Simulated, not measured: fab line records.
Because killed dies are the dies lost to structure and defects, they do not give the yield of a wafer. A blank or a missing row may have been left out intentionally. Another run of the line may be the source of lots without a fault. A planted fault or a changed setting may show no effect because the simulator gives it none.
fab line records	flow nand_harc
record lots=24	wafers=72	last_day=34
route steps=1302 shown A_M1@1200 A_BONDPAD@1203
lots that met no fault: taken from a fault-free run of the same line
start_h: start of the lot's first displayed wafer, in hours after the record's first day	wait_h: hours elapsed since this lot's preceding step	" the same as in the row above	L1.1+2: a row that stands for several wafers	- no value, or no start was given	* or withheld: withheld	< > ~ a bound
route shown NAME@n: names a module that has steps shown in the file, with the first one's number in the route	usual: average and standard deviation across the fault-free wafers	same: alike in all rows	chamber/n: place in a boat	sites: readings site by site	_std_site: their standard deviation	_edge_site: mean of outer sites minus mean of inner sites	radius_mm: for every site, how far away it sits from the centre of the wafer	mask NAME#n: copy n	behind: the last tool/chamber to shape the wafer	hold: why the lot was held/for how many hours/how that ended	device: the transistor (n, p or np) that didn't switch	end of line: tests of these same wafers at the route's end	a step without rows: its recipe alone	killed: at the first sort, the dies lost to defects and structure; wafer yield is something else	map: a wafer's dies, marking killed ones x, the rest . and places with no die _
set.NAME: the setting that was run; set.NAME@STEP: the one run at that earlier step	model.NAME: the simulator's own value behind a step, which no gauge read
a sample of lots followed through the steps of the route, with each step as a table and each wafer as a row
services: when a tool's chamber went out of use (start_h, in hours from the record's first day, below 0 if earlier), for how many hours, and the reason
## steps
# step NHARC_A_M1_PRE_CLEAN_32
# recipe time_s=12	temp_c=370	rf_power_w=300	gas=NH3
# usual heater_power_w=605/50	rf_fwd_power_W=292.7/0.95
lot.wafer	tool	chamber	start_h	wait_h	heater_power_w	rf_fwd_power_W
L074.1	pecvd-04	2	544.56	0.1	611	293.3
L074.2	"	1	"	"	709	293.1
L074.4	"	0	"	"	619	292.9
L075.5	pecvd-03	0	544.92	0.1	642	293.9
L075.6	"	1	"	"	540	292.5
L075.4	"	2	"	"	586	293.3
L076.3	pecvd-02	2	554.51	0.1	682	292.3
L076.5	"	0	"	"	584	293.0
L076.4	"	1	"	"	534	291.8
L079.2	pecvd-03	2	574.61	0.1	633	294.2
L079.4	"	1	"	"	613	294.2
L079.6	"	2	"	"	634	292.4
L078.3	pecvd-02	1	577.70	0.1	532	292.7
L078.6	"	0	"	"	685	293.1
L078.5	"	2	"	"	652	293.6
L077.3	pecvd-02	2	578.36	0.1	593	292.2
L077.1	"	0	"	"	682	292.1
L077.5	"	2	"	"	593	294.2
L081.2	pecvd-02	1	603.50	0.1	631	292.2
L081.1	"	2	"	"	595	291.6
L081.4	"	0	"	"	743	292.1
L080.5	pecvd-02	1	605.39	0.1	516	291.9
L080.6	"	2	"	"	557	293.3
L080.4	"	0	"	"	723	294.6
L082.1	pecvd-03	2	608.84	0.1	590	293.5
L082.3	"	0	"	"	629	291.6
L082.5	"	2	"	"	589	290.7
L083.3	pecvd-03	1	620.05	0.1	595	292.4
L083.5	"	0	"	"	541	292.5
L083.4	"	2	"	"	587	292.8
L086.1	pecvd-03	2	650.82	0.1	634	290.7
L086.2	"	0	"	"	608	290.7
L086.6	"	1	"	"	553	292.6
L087.2	pecvd-04	2	657.06	0.1	516	291.2
L087.1	"	0	"	"	616	292.4
L087.4	"	2	"	"	521	292.9
L085.3	pecvd-03	2	659.96	0.1	617	290.8
L085.5	"	2	"	"	608	292.1
L085.6	"	0	"	"	593	292.0
L084.2	pecvd-02	1	669.23	0.1	618	293.0
L084.6	"	2	"	"	596	295.6
L084.4	"	0	"	"	625	292.6
L091.2	pecvd-03	0	675.80	0.1	587	291.8
L091.1	"	2	"	"	612	293.7
L091.4	"	1	"	"	578	293.4
L089.1	pecvd-02	0	676.50	0.1	721	293.1
L089.2	"	2	"	"	657	292.8
L089.4	"	1	"	"	557	294.3
L088.2	pecvd-04	2	680.12	0.1	491	292.2
L088.6	"	0	"	"	617	293.0
L088.5	"	1	"	"	638	291.5
L090.3	pecvd-04	1	685.49	0.1	589	292.9
L090.5	"	1	"	"	569	293.2
L090.6	"	0	"	"	643	291.7
L093.5	pecvd-02	2	709.20	0.1	593	292.3
L093.4	"	0	"	"	720	291.9
L093.6	"	1	"	"	585	292.0
L092.1	pecvd-04	1	711.83	0.1	532	293.3
L092.3	"	2	"	"	588	292.0
L092.2	"	0	"	"	601	292.9
L094.3	pecvd-04	1	736.97	0.1	610	293.6
L094.6	"	1	"	"	624	293.2
L094.5	"	0	"	"	604	292.0
L096.1	pecvd-04	1	758.99	0.1	616	291.8
L096.2	"	2	"	"	556	292.8
L096.6	"	2	"	"	535	293.2
L097.3	pecvd-04	1	763.23	0.1	615	293.4
L097.5	"	2	"	"	569	292.0
L097.4	"	0	"	"	567	292.1
L095.1	pecvd-04	0	764.31	0.1	638	291.9
L095.2	"	1	"	"	622	294.0
L095.6	"	1	"	"	608	293.5
# step NHARC_A_M1_DEP_33
# recipe target_thk_a=300	temp_c=370	target_thk_nm=30	pressure_torr=3	flow_sccm=200	rf_w=450	material=SiCN
# usual chamber_pressure_Torr=3.000/0.0061	heater_power_w=555/47	rf_fwd_power_W=449.1/1.3
lot.wafer	tool	chamber	start_h	wait_h	chamber_pressure_Torr	heater_power_w	rf_fwd_power_W
L074.1	pecvd-04	2	544.64	0.1	3.008	458	451.2
L074.2	"	1	"	"	2.990	608	449.8
L074.4	"	0	"	"	3.008	621	449.5
L075.5	pecvd-03	0	545.08	0.2	2.999	619	446.6
L075.6	"	1	"	"	3.002	549	449.9
L075.4	"	2	"	"	3.004	594	449.4
L076.3	pecvd-02	2	554.65	0.1	2.991	589	449.8
L076.5	"	0	"	"	2.999	516	449.1
L076.4	"	1	"	"	3.003	541	447.2
L079.2	pecvd-03	2	574.75	0.1	2.992	566	450.2
L079.4	"	1	"	"	3.007	519	449.4
L079.6	"	2	"	"	3.000	551	447.7
L078.3	pecvd-02	1	577.81	0.1	3.007	471	451.6
L078.6	"	0	"	"	3.003	627	451.2
L078.5	"	2	"	"	3.008	600	450.6
L077.3	pecvd-02	2	578.44	0.1	3.004	502	449.4
L077.1	"	0	"	"	3.000	581	450.2
L077.5	"	2	"	"	3.002	492	448.7
L081.2	pecvd-02	1	603.61	0.1	2.988	482	451.2
L081.1	"	2	"	"	3.002	589	449.8
L081.4	"	0	"	"	3.021	593	447.0
L080.5	pecvd-02	1	605.56	0.2	2.991	549	450.8
L080.6	"	2	"	"	3.001	564	449.2
L080.4	"	0	"	"	3.003	681	449.2
L082.1	pecvd-03	2	608.95	0.1	3.000	548	450.4
L082.3	"	0	"	"	2.997	532	448.4
L082.5	"	2	"	"	3.000	554	448.7
L083.3	pecvd-03	1	620.16	0.1	2.993	547	448.8
L083.5	"	0	"	"	3.014	557	448.7
L083.4	"	2	"	"	3.011	592	449.0
L086.1	pecvd-03	2	650.90	0.1	3.004	506	446.8
L086.2	"	0	"	"	3.007	522	449.1
L086.6	"	1	"	"	2.996	535	450.9
L087.2	pecvd-04	2	657.14	0.1	3.012	504	449.5
L087.1	"	0	"	"	3.008	565	449.0
L087.4	"	2	"	"	2.991	505	448.3
L085.3	pecvd-03	2	660.07	0.1	3.000	585	449.3
L085.5	"	2	"	"	3.002	583	449.3
L085.6	"	0	"	"	2.994	598	450.1
L084.2	pecvd-02	1	669.31	0.1	2.996	543	446.4
L084.6	"	2	"	"	3.002	612	445.6
L084.4	"	0	"	"	2.997	649	449.8
L091.2	pecvd-03	0	675.88	0.1	3.000	554	449.3
L091.1	"	2	"	"	2.997	515	449.3
L091.4	"	1	"	"	3.000	543	450.0
L089.1	pecvd-02	0	676.58	0.1	3.000	684	447.1
L089.2	"	2	"	"	3.002	587	446.2
L089.4	"	1	"	"	3.006	519	450.5
L088.2	pecvd-04	2	680.26	0.1	2.994	472	447.9
L088.6	"	0	"	"	2.994	531	451.1
L088.5	"	1	"	"	2.998	554	447.5
L090.3	pecvd-04	1	685.57	0.1	2.995	576	448.0
L090.5	"	1	"	"	2.995	590	449.5
L090.6	"	0	"	"	3.006	587	449.9
L093.5	pecvd-02	2	709.37	0.2	2.999	598	449.7
L093.4	"	0	"	"	2.998	537	448.9
L093.6	"	1	"	"	2.998	581	450.6
L092.1	pecvd-04	1	711.91	0.1	3.002	600	449.7
L092.3	"	2	"	"	2.986	519	446.8
L092.2	"	0	"	"	2.991	557	450.3
L094.3	pecvd-04	1	737.05	0.1	3.000	504	451.0
L094.6	"	1	"	"	2.994	509	450.3
L094.5	"	0	"	"	3.002	574	448.9
L096.1	pecvd-04	1	759.07	0.1	3.005	533	449.5
L096.2	"	2	"	"	2.994	499	449.9
L096.6	"	2	"	"	2.995	518	449.7
L097.3	pecvd-04	1	763.37	0.1	2.995	513	450.6
L097.5	"	2	"	"	2.999	522	449.6
L097.4	"	0	"	"	3.010	576	450.1
L095.1	pecvd-04	0	764.39	0.1	2.998	581	450.3
L095.2	"	1	"	"	2.994	588	450.3
L095.6	"	1	"	"	2.992	582	451.9
# step NHARC_A_BONDPAD_CMP_29
# recipe target_thk_nm=200	material=SiCN
# usual motor_current_A=12.7/0.99
lot.wafer	tool	chamber	start_h	wait_h	motor_current_A
L074.4	cmp-02	1	545.61	-	12.8
L074.1	"	3	"	"	13.5
L074.2	"	0	"	"	12.3
L075.4	cmp-04	0	545.99	-	11.6
L075.6	"	1	"	"	12.0
L075.5	"	2	"	"	13.1
L076.3	cmp-04	1	555.56	-	12.8
L076.4	"	3	"	"	10.8
L076.5	"	1	"	"	12.7
L079.4	cmp-03	3	575.62	-	15.6
L079.2	"	0	"	"	11.5
L079.6	"	0	"	"	11.3
L078.3	cmp-03	2	578.78	-	12.4
L078.5	"	0	"	"	11.3
L078.6	"	1	"	"	13.3
L077.3	cmp-02	0	579.40	-	12.2
L077.1	"	1	"	"	13.4
L077.5	"	1	"	"	12.5
L081.4	cmp-03	0	604.66	0.3	12.4
L081.2	"	2	"	"	13.2
L081.1	"	3	"	"	14.4
L080.4	cmp-03	2	606.39	-	12.8
L080.5	"	2	"	"	12.4
L080.6	"	3	"	"	13.6
L082.1	cmp-04	3	609.91	-	10.6
L082.3	"	0	"	"	11.7
L082.5	"	1	"	"	12.4
L083.3	cmp-03	0	621.08	-	11.8
L083.4	"	2	"	"	13.3
L083.5	"	0	"	"	11.6
L086.1	cmp-02	0	651.90	-	12.4
L086.2	"	1	"	"	12.9
L086.6	"	3	"	"	14.1
L087.4	cmp-04	2	658.10	-	13.0
L087.1	"	0	"	"	11.6
L087.2	"	1	"	"	12.6
L085.3	cmp-02	2	661.03	-	12.0
L085.6	"	0	"	"	11.7
L085.5	"	1	"	"	12.5
L084.2	cmp-03	1	670.30	-	13.0
L084.4	"	3	"	"	13.7
L084.6	"	1	"	"	12.0
L091.1	cmp-02	0	676.84	-	11.9
L091.4	"	2	"	"	13.1
L091.2	"	3	"	"	12.9
L089.4	cmp-04	0	677.54	-	11.4
L089.2	"	1	"	"	12.6
L089.1	"	2	"	"	13.1
L088.2	cmp-04	0	681.20	-	11.5
L088.6	"	1	"	"	13.5
L088.5	"	2	"	"	12.5
L090.3	cmp-03	0	686.55	-	11.7
L090.6	"	3	"	"	15.6
L090.5	"	0	"	"	11.9
L093.4	cmp-02	0	710.25	-	12.0
L093.6	"	2	"	"	12.5
L093.5	"	3	"	"	13.7
L092.3	cmp-02	3	712.87	-	13.0
L092.1	"	1	"	"	14.1
L092.2	"	2	"	"	13.2
L094.3	cmp-02	1	738.07	-	13.2
L094.6	"	3	"	"	12.9
L094.5	"	0	"	"	12.1
L096.1	cmp-02	3	760.04	-	12.9
L096.2	"	1	"	"	13.7
L096.6	"	3	"	"	12.2
L097.3	cmp-03	3	764.29	-	14.8
L097.4	"	0	"	"	12.2
L097.5	"	2	"	"	13.0
L095.1	cmp-03	0	765.40	-	11.3
L095.2	"	1	"	"	13.7
L095.6	"	2	"	"	13.3
# step NHARC_A_BONDPAD_CD_MEAS_13
# usual cd_nm=500.0/1.9
lot.wafer	tool	chamber	start_h	wait_h	cd_nm
L074.1	cd_sem-03	-	546.96	-	499.2
L074.2	"	-	"	"	499.4
L074.4	"	-	"	"	498.8
L075.4	cd_sem-02	-	547.26	-	501.4
L075.5	"	-	"	"	500.7
L075.6	"	-	"	"	500.7
L076.3	cd_sem-03	-	556.88	-	502.8
L076.4	"	-	"	"	500.8
L076.5	"	-	"	"	502.6
L079.2	cd_sem-02	-	576.97	-	500.0
L079.4	"	-	"	"	497.8
L079.6	"	-	"	"	499.0
L078.3	cd_sem-02	-	580.12	-	503.3
L078.5	"	-	"	"	503.0
L078.6	"	-	"	"	501.3
L077.1	cd_sem-01	-	580.62	-	498.2
L077.3	"	-	"	"	497.7
L077.5	"	-	"	"	499.0
L081.1	cd_sem-01	-	606.00	-	500.2
L081.2	"	-	"	"	496.7
L081.4	"	-	"	"	499.8
L080.4	cd_sem-01	-	607.61	-	499.2
L080.5	"	-	"	"	501.0
L080.6	"	-	"	"	500.6
L082.1	cd_sem-02	-	611.22	-	501.0
L082.3	"	-	"	"	502.6
L082.5	"	-	"	"	504.7
L083.3	cd_sem-02	-	622.30	-	503.6
L083.4	"	-	"	"	500.3
L083.5	"	-	"	"	501.2
L086.1	cd_sem-03	-	653.07	-	501.0
L086.2	"	-	"	"	502.5
L086.6	"	-	"	"	502.8
L087.1	cd_sem-03	-	659.44	-	495.7
L087.2	"	-	"	"	499.2
L087.4	"	-	"	"	500.0
L085.3	cd_sem-03	-	662.33	-	500.3
L085.5	"	-	"	"	499.8
L085.6	"	-	"	"	498.6
L084.2	cd_sem-02	-	671.56	-	499.1
L084.4	"	-	"	"	500.1
L084.6	"	-	"	"	499.2
L091.1	cd_sem-03	-	678.18	-	497.3
L091.2	"	-	"	"	501.6
L091.4	"	-	"	"	499.0
L089.1	cd_sem-01	-	678.78	-	498.4
L089.2	"	-	"	"	501.7
L089.4	"	-	"	"	498.0
L088.2	cd_sem-02	-	682.47	-	500.9
L088.5	"	-	"	"	498.5
L088.6	"	-	"	"	500.8
L090.3	cd_sem-03	-	687.88	-	498.3
L090.5	"	-	"	"	498.9
L090.6	"	-	"	"	498.1
L093.4	cd_sem-02	-	711.56	-	503.3
L093.5	"	-	"	"	499.2
L093.6	"	-	"	"	503.5
L092.1	cd_sem-01	-	714.23	-	503.5
L092.2	"	-	"	"	499.9
L092.3	"	-	"	"	502.3
L094.3	cd_sem-02	-	739.36	-	497.9
L094.5	"	-	"	"	499.0
L094.6	"	-	"	"	496.3
L096.1	cd_sem-02	-	761.39	-	499.8
L096.2	"	-	"	"	498.8
L096.6	"	-	"	"	499.5
L097.3	cd_sem-03	-	765.60	-	495.5
L097.4	"	-	"	"	498.2
L097.5	"	-	"	"	497.0
L095.1	cd_sem-03	-	766.69	-	499.9
L095.2	"	-	"	"	499.4
L095.6	"	-	"	"	499.7
# step NHARC_A_BONDPAD_CMP_19
# recipe t_overpolish_s=30	cu_recess_touch_s=16	target_thk_nm=169.82
# usual motor_current_A=12.6/0.89	overpolish_run_s=30.001/0.0089
# same cu_recess_touch_s=16
lot.wafer	tool	chamber	start_h	wait_h	motor_current_A	overpolish_run_s
L074.4	cmp-04	0	548.83	-	11.8	29.999
L074.1	"	1	"	"	12.4	29.999
L074.2	"	3	"	"	10.4	30.001
L075.4	cmp-02	0	549.13	-	12.3	30.006
L075.5	"	0	"	"	11.7	30.014
L075.6	"	1	"	"	13.3	29.997
L076.3	cmp-02	2	558.58	-	13.4	29.991
L076.4	"	3	"	"	13.0	29.986
L076.5	"	3	"	"	13.4	30.005
L079.4	cmp-04	2	578.68	-	12.9	29.986
L079.2	"	0	"	"	11.8	29.994
L079.6	"	2	"	"	13.1	30.011
L078.3	cmp-02	0	581.93	-	11.8	30.001
L078.6	"	2	"	"	12.3	30.000
L078.5	"	3	"	"	13.3	30.000
L077.3	cmp-04	2	582.37	-	13.2	30.009
L077.1	"	1	"	"	12.8	29.999
L077.5	"	3	"	"	10.7	30.006
L081.4	cmp-02	1	607.71	-	13.0	30.001
L081.2	"	3	"	"	13.4	30.000
L081.1	"	0	"	"	12.1	30.015
L080.4	cmp-03	1	609.35	-	13.0	29.989
L080.5	"	0	"	"	12.2	30.011
L080.6	"	1	"	"	14.2	29.986
L082.1	cmp-04	3	612.96	-	10.9	29.999
L082.3	"	1	"	"	12.0	30.006
L082.5	"	2	"	"	13.4	30.016
L083.4	cmp-03	1	624.07	-	12.8	30.008
L083.3	"	2	"	"	13.3	30.003
L083.5	"	1	"	"	12.5	30.002
L086.2	cmp-02	2	654.84	-	12.9	29.985
L086.1	"	3	"	"	12.5	29.979
L086.6	"	1	"	"	13.1	29.988
L087.1	cmp-04	0	661.15	-	12.0	30.000
L087.2	"	1	"	"	12.6	30.012
L087.4	"	3	"	"	11.1	29.997
L085.3	cmp-02	0	664.09	-	11.2	29.997
L085.5	"	3	"	"	12.6	30.005
L085.6	"	0	"	"	12.2	30.011
L084.4	cmp-03	2	673.30	-	12.7	29.996
L084.2	"	0	"	"	12.1	30.020
L084.6	"	2	"	"	12.4	30.004
L091.4	cmp-04	2	679.92	-	13.3	29.998
L091.2	"	3	"	"	10.8	29.983
L091.1	"	0	"	"	12.1	29.982
L089.4	cmp-02	3	680.50	-	13.1	30.003
L089.2	"	1	"	"	13.6	30.018
L089.1	"	2	"	"	12.7	30.002
L088.2	cmp-04	3	684.26	-	10.2	30.003
L088.6	"	1	"	"	12.3	30.010
L088.5	"	2	"	"	13.4	30.001
L090.3	cmp-04	0	689.62	-	12.0	30.002
L090.6	"	0	"	"	11.5	29.978
L090.5	"	1	"	"	12.7	29.999
L093.4	cmp-03	2	713.27	-	14.2	29.993
L093.5	"	2	"	"	13.2	29.995
L093.6	"	3	"	"	14.6	29.986
L092.2	cmp-02	1	715.95	-	13.3	30.011
L092.3	"	2	"	"	12.5	30.000
L092.1	"	3	"	"	12.9	30.005
L094.3	cmp-02	3	741.09	-	13.6	30.008
L094.6	"	2	"	"	12.8	30.003
L094.5	"	3	"	"	12.9	29.994
L096.1	cmp-02	2	763.38	-	12.3	30.003
L096.2	"	3	"	"	12.6	30.010
L096.6	"	2	"	"	12.5	29.989
L097.3	cmp-02	3	767.33	-	12.9	30.002
L097.4	"	0	"	"	11.4	29.996
L097.5	"	0	"	"	11.6	29.999
L095.2	cmp-02	3	768.40	-	12.6	29.982
L095.1	"	0	"	"	11.4	29.997
L095.6	"	3	"	"	13.3	30.010
# step NHARC_A_BONDPAD_INSPECT_23
# usual raw_defect_count=568/150
lot.wafer	tool	chamber	start_h	wait_h	raw_defect_count
L074.1	defect_inspect-02	-	549.35	0.0	588
L074.2	"	-	"	"	473
L074.4	"	-	"	"	445
L075.4	defect_inspect-01	-	549.68	0.0	601
L075.5	"	-	"	"	724
L075.6	"	-	"	"	581
L076.3	defect_inspect-02	-	559.15	0.1	587
L076.4	"	-	"	"	731
L076.5	"	-	"	"	741
L079.2	defect_inspect-02	-	579.20	0.0	451
L079.4	"	-	"	"	642
L079.6	"	-	"	"	505
L078.3	defect_inspect-02	-	582.42	0.0	486
L078.5	"	-	"	"	593
L078.6	"	-	"	"	473
L077.1	defect_inspect-02	-	582.92	0.0	627
L077.3	"	-	"	"	869
L077.5	"	-	"	"	846
L081.1	defect_inspect-02	-	608.25	0.0	506
L081.2	"	-	"	"	678
L081.4	"	-	"	"	1141
L080.4	defect_inspect-02	-	609.85	0.0	767
L080.5	"	-	"	"	538
L080.6	"	-	"	"	587
L082.1	defect_inspect-02	-	613.47	0.0	786
L082.3	"	-	"	"	806
L082.5	"	-	"	"	903
L083.3	defect_inspect-01	-	624.59	0.0	451
L083.4	"	-	"	"	437
L083.5	"	-	"	"	597
L086.1	defect_inspect-02	-	655.36	0.0	469
L086.2	"	-	"	"	538
L086.6	"	-	"	"	546
L087.1	defect_inspect-01	-	661.68	0.0	378
L087.2	"	-	"	"	405
L087.4	"	-	"	"	463
L085.3	defect_inspect-01	-	664.58	0.0	374
L085.5	"	-	"	"	402
L085.6	"	-	"	"	387
L084.2	defect_inspect-01	-	673.80	0.0	423
L084.4	"	-	"	"	579
L084.6	"	-	"	"	449
L091.1	defect_inspect-02	-	680.44	0.0	511
L091.2	"	-	"	"	547
L091.4	"	-	"	"	483
L089.1	defect_inspect-02	-	681.04	0.0	709
L089.2	"	-	"	"	559
L089.4	"	-	"	"	710
L088.2	defect_inspect-01	-	684.75	0.0	404
L088.5	"	-	"	"	477
L088.6	"	-	"	"	420
L090.3	defect_inspect-02	-	690.15	0.0	485
L090.5	"	-	"	"	501
L090.6	"	-	"	"	412
L093.4	defect_inspect-02	-	713.80	0.0	660
L093.5	"	-	"	"	849
L093.6	"	-	"	"	877
L092.1	defect_inspect-01	-	716.48	0.0	457
L092.2	"	-	"	"	422
L092.3	"	-	"	"	653
L094.3	defect_inspect-02	-	741.62	0.0	550
L094.5	"	-	"	"	643
L094.6	"	-	"	"	581
L096.1	defect_inspect-02	-	763.91	0.0	457
L096.2	"	-	"	"	367
L096.6	"	-	"	"	574
L097.3	defect_inspect-02	-	767.87	0.0	502
L097.4	"	-	"	"	480
L097.5	"	-	"	"	459
L095.1	defect_inspect-02	-	768.95	0.0	782
L095.2	"	-	"	"	825
L095.6	"	-	"	"	696
## services
tool	chamber	start_h	hours	kind
cmp-03	-	526.48	0.5	repair
cmp-02	-	526.50	4.0	pm
pecvd-02	1	544.54	8.6	repair
pecvd-03	-	547.12	13.0	pm
cmp-03	-	554.21	4.0	pm
cmp-04	-	563.43	4.0	pm
cmp-02	-	568.30	1.8	repair
pecvd-02	-	569.04	1.0	repair
pecvd-04	2	577.50	6.2	repair
pecvd-03	2	588.59	15.7	repair
pecvd-02	-	589.21	13.0	pm
cmp-02	-	620.49	1.0	repair
cmp-02	-	624.65	4.0	pm
pecvd-04	-	631.00	13.0	pm
cmp-02	-	648.58	0.5	repair
cmp-04	-	651.51	1.1	repair
cmp-04	-	661.43	4.0	pm
cmp-02	-	716.84	5.5	repair
cmp-02	-	722.65	4.0	pm
pecvd-03	-	728.36	13.0	pm
cmp-04	-	733.98	2.5	repair
cmp-04	-	743.84	2.1	repair
pecvd-04	-	757.17	0.6	repair
cmp-04	-	759.43	4.0	pm
## key
fault none
